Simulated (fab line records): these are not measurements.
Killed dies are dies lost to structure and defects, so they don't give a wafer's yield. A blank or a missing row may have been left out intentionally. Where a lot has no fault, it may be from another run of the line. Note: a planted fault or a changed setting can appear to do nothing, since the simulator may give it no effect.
Problem report, 8D (eight disciplines) form, completed by code | flow n5Finfet | the parts of the form that need people (team, actions taken, sign-off) are left out

1. THE ISSUE
Wafers without a fault read 100.00 C, standard deviation 0.14; susceptorTempC at N5_BEOL_M4_ALD_98 reads a mean of 98.69 C on 2 wafers belonging to 2 lots. Relative to the usual mean, that is a shift of -9.4 standard deviations.
The step: deposits SiO2, target thk 2.5 nm, pulse time 1 s, co reactant pulse time 1 s.
The first sign was on wafer L984.6 at day 12 17:44, on aldSin-02. The record holds 28 wafers of 10 lots with a number at this step. The rule behind "out" and "out of limits": a value lying over 4 standard deviations away from the usual mean. Any other wafer with a number is counted as sound.

2. WHAT IT IS, WHAT IT ISN'T
question                    | is                | is not
which readings at this step | susceptorTempC    | heaterPowerW, precursorPulseHeightRel
which lots                  | L984, L985        | L966, L968, L974, L978, L979, L986, L987, L988
which wafers of those lots  | L984.6, L985.6    | L985.1, L985.3
read on which tools         | aldSin-02         | aldSin-03, aldSin-04
when                        | from day 12 17:44 | up to then (15 sound wafers); but 11 sound wafers of L985, L986, L987, L988 came after

3. THE SUSPECTS, EACH WITH WHAT RULES IT OUT
Counting: if a tool at a process step up to the reading ran every lot that is out, it stays a suspect. Sound lots after the first of them don't rule it out here, since some wafers of a struck lot are sound.
- aldSin-02 at N5_BEOL_M4_ALD_98 (deposits SiO2, target thk 2.5 nm, pulse time 1 s, co reactant pulse time 1 s): kept. It processed each lot that is out (first: L984, day 12 17:44); up to then, its last sound lot is L978 (day 11 02:41). Its own readings are out on those wafers: susceptorTempC.
- aldSin-02, N5_BEOL_M4_ALD_98: wafers that are out in chamber 1, sound lot-mates in chambers 2, 3.
Left after counting: aldSin-02 at N5_BEOL_M4_ALD_98.

4. THE CAUSE (what the simulator had put in)
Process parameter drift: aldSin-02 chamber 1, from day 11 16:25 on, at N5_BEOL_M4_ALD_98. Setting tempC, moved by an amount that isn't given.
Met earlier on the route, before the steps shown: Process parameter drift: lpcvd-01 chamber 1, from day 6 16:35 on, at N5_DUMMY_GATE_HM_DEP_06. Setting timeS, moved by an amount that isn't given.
The count eliminated every tool but this one.

5. SEQUENCE OF EFFECTS, ordered by route
One row per reading whose mean, taken over the struck wafers that have a number, lies over 3 standard deviations from the usual. Only readings for which the record gives a usual standard deviation are gone through. hours: the time from each lot's start at the first step in this table that gives one to its start at this step, as a median over the lots. sigmas: the change in usual standard deviations.
hours | step              | reading        | usual    | on struck wafers | change | sigmas
0     | N5_BEOL_M4_ALD_98 | susceptorTempC | 100.00 C | 98.69            | -1.31  | -9.4
Its process steps:
- N5_BEOL_M4_ALD_98: deposits SiO2, target thk 2.5 nm, pulse time 1 s, co reactant pulse time 1 s.
Later steps that measure or inspect, where all struck wafers having a row at the step show a number for every such reading and not one has moved that far: N5_BEOL_M4_RC_MEAS_101.

6. WHAT WOULD HAVE CAUGHT IT SOONER
In this record no reading fell out of limits until day 12 17:44, 25 hours after the fault had begun at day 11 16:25.
